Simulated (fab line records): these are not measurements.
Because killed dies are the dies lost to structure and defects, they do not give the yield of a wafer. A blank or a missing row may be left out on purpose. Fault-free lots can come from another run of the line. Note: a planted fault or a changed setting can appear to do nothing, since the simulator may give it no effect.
Chamber matching ; flow nandHarc ; NHARC_A_ZERO_WELL_ETCH_19 on rieDiel-07: 4 sister chambers
The step etches the open film in N2/H2, target depth 80 nm, overetch 24 nm, time 87.88 s. 16 wafers are shown with their chamber, then 8 later ones without.

EACH WAFER AND ITS CHAMBER
wafer;chamber;drypumpMotorCurrentA (A);rfVppV (V);oesProductAu (a.u.)
L725.1;3;5.0;433.7;1.004
L725.2;1;5.4;430.3;1.002
L725.5;2;6.5;431.8;0.989
L730.3;0;5.1;432.9;1.009
L730.4;2;6.5;429.8;0.995
L730.5;2;6.5;431.1;0.993
L732.1;1;5.4;428.2;1.014
L732.3;2;6.5;430.2;0.994
L732.4;3;5.1;434.0;1.006
L733.1;3;5.1;434.0;1.022
L733.5;1;5.4;429.2;1.021
L733.6;0;5.0;430.5;1.010
L734.1;3;5.0;434.3;1.004
L734.5;2;6.5;430.1;0.997
L734.6;3;5.0;434.2;1.008
L735.1;3;5.0;435.2;1.012

SIGNATURES (averages over the wafers above)
reading;chamber 0;chamber 1;chamber 2;chamber 3;scatter within a chamber
drypumpMotorCurrentA;5.050;5.400;6.500;5.033;0.0391
rfVppV;431.700;429.233;430.600;434.233;0.874
oesProductAu;1.00950;1.01233;0.99360;1.00933;0.00618
Rule: distance of a wafer from a chamber = root of the sum over the readings of ((wafer's reading minus chamber's mean) / reading's scatter) squared. The wafer belongs to the nearest chamber; if the next one is less than 2 further off, it can't be placed. The scatter is the square root of a quotient: the sum, over the shown wafers, of each reading's squared deviation from its chamber's mean, divided by wafers minus chambers.

WAFERS MISSING THEIR CHAMBER
wafer;drypumpMotorCurrentA (A);rfVppV (V);oesProductAu (a.u.)
L735.3;5.4;428.9;1.012
L735.6;5.4;427.8;1.014
L736.1;5.1;432.4;1.005
L736.3;6.5;431.5;0.983
L736.5;5.0;436.5;0.999
L748.1;5.1;432.8;1.001
L748.2;6.5;431.9;0.981
L748.5;6.5;430.9;0.982

CHAMBER TAKEN BY EACH
wafer;from the rows above;in truth
L735.3;1;1
L735.6;1;1
L736.1;can't be placed: 0 or 3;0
L736.3;2;2
L736.5;3;3
L748.1;can't be placed: 0 or 3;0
L748.2;2;2
L748.5;2;2
Correctly placed: 6 of 8. Unplaceable from these rows: 2, with the true chamber sitting among the candidates in 2. Placed wrongly: 0.
